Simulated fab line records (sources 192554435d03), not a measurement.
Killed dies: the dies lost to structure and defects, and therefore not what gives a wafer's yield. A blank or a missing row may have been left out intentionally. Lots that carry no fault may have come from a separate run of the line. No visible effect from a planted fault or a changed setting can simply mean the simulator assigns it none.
A struck lot beside a sound one / flow n5-finfet / 19 out of 1938 route steps
Sound: wafers L724.1, L724.3, L724.5. Wafers struck: L740.1, L740.3, L740.4. Last of all comes the cause.
Order at every step that has rows: each side's tool, ch and its chambers, its first start. Under that, the readings that differ: sound wafers / struck wafers / difference of the means / sigmas: that difference in standard deviations of wafers without a fault.
alike: same words and numbers on both sides, and readings whose means sit less than 2 such deviations apart. not compared: any withheld reading, any reading some wafer has no value for, any bound like >300 that may hide the same value, and any number with overlapping values for which the record gives no deviation.
A row with sigmas, a row that says differs or no value, or rows on one side alone: a step with any of these is where the two part. Numbers that have no deviation but don't overlap get no sigmas and don't part them. A reading missing from all wafers of one side parts the sides only when that side holds two or more wafers.

N5_BEOL_M9_ETCH_62: etches SOC in N2/H2, target depth 110 nm, overetch 22 nm, time 165 s.
  sound on rie-diel-04 ch 0,1,3, day 10 22:40; struck on rie-diel-03 ch 0,1,2, day 14 08:15
  alike: drypump-motor-current-A, oes-product-au, rf-vpp-V, showerhead-plenum-p-Torr, throttle-valve-pct
  not compared: rf-hours-counter-h
then, 1 step without rows for these wafers: N5_BEOL_M9_STRIP_68 (strips in N2/H2).
N5_BEOL_M9_STRIP_67: strips in CF4.
  sound on rie-diel-04 ch 0,1,3, day 10 22:49; struck on rie-diel-03 ch 0,1,2, day 14 08:24
  alike: cf4-flow-sccm, drypump-motor-current-A, oes-product-au, rf-vpp-V, showerhead-plenum-p-Torr, throttle-valve-pct
  not compared: rf-hours-counter-h
N5_BEOL_M9_HM_OPEN_17: chemistry Cl2/BCl3, target TiN, target depth 20 nm, overetch 6 nm.
  sound on rie-metal-02 ch 0,1, day 10 22:52; struck on rie-metal-01 ch 0, day 14 08:26
  alike: bcl3-flow-sccm, drypump-motor-current-A, oes-product-au, throttle-valve-pct
  not compared: rf-hours-counter-h
N5_BEOL_M9_STRIP_19: strips in O2.
  sound on rie-diel-03 ch 1,2, day 10 23:00; struck on rie-diel-03 ch 0,2,3, day 14 08:45
  alike: drypump-motor-current-A, oes-product-au, rf-vpp-V, showerhead-plenum-p-Torr, throttle-valve-pct
  not compared: rf-hours-counter-h
N5_BEOL_M9_CD_MEAS_18: pitch 140 nm, target cd 70 nm.
  sound on cd-sem-03 at day 10 23:04; struck on cd-sem-03 at day 14 08:49
  alike: cd-nm
then, 6 steps without rows for these wafers: N5_BEOL_M9_COAT_63 (time 60 s, resist thk 60 nm); N5_BEOL_M9_COAT_64 (time 60 s, resist thk 12 nm); N5_BEOL_M9_COAT_75 (time 60 s, resist thk 5 nm); N5_BEOL_M9_COAT_22 (resist thk 30 nm); N5_BEOL_M9_EBR_24; N5_BEOL_M9_SOFTBAKE_23 (time 60 s).
N5_BEOL_M9_EXPOSE_25: exposes mask V8.
  sound on euv-scanner-01 ch 0, day 10 23:14; struck on euv-scanner-01 ch 0, day 14 10:55
reading=model.BEOL_M9.overlay-x-nm (nm); sound=0.4 0.4 0.4; struck=5 5 5; difference=+5; sigmas=
  alike: mask, stage-msd-nm
then, 2 steps without rows for these wafers: N5_BEOL_M9_PEB_26 (peb time 60 s); N5_BEOL_M9_DEVELOP_27 (develop time 30 s).
N5_BEOL_M9_CD_MEAS_28: target cd 70 nm.
  sound on cd-sem-02 ch 0, day 10 23:22; struck on cd-sem-02 ch 0, day 14 11:03
  alike: cd-nm
N5_BEOL_M9_OVL_MEAS_29:
  sound on overlay-01 ch 0, day 10 23:24; struck on overlay-01 ch 0, day 14 11:05
reading=V8_OVL (nm); sound=-0.3 0.3 0.7; struck=4.7 4.2 4.8; difference=+4.3; sigmas=+7
N5_BEOL_M9_INSPECT_30: inspects for defects (brightfield).
  sound on defect-inspect-02 at day 10 23:28; struck on defect-inspect-01 at day 14 11:08
  alike: raw-defect-count
-- record jumps: 2 days separate the struck wafers' starts on either side; left off in module BEOL_M9, taken up again in module PASSIVATION, whose first shown step is the route's number 1936 --
N5_PASSIVATION_PROBE_49:
  the record has rows for the struck wafers here (prober-01, day 16 20:37) and none for the sound ones

WHERE THEY PART
Last at N5_PASSIVATION_PROBE_49 as far as this record goes, first at N5_BEOL_M9_OVL_MEAS_29.

WHY: the cause the simulator had injected
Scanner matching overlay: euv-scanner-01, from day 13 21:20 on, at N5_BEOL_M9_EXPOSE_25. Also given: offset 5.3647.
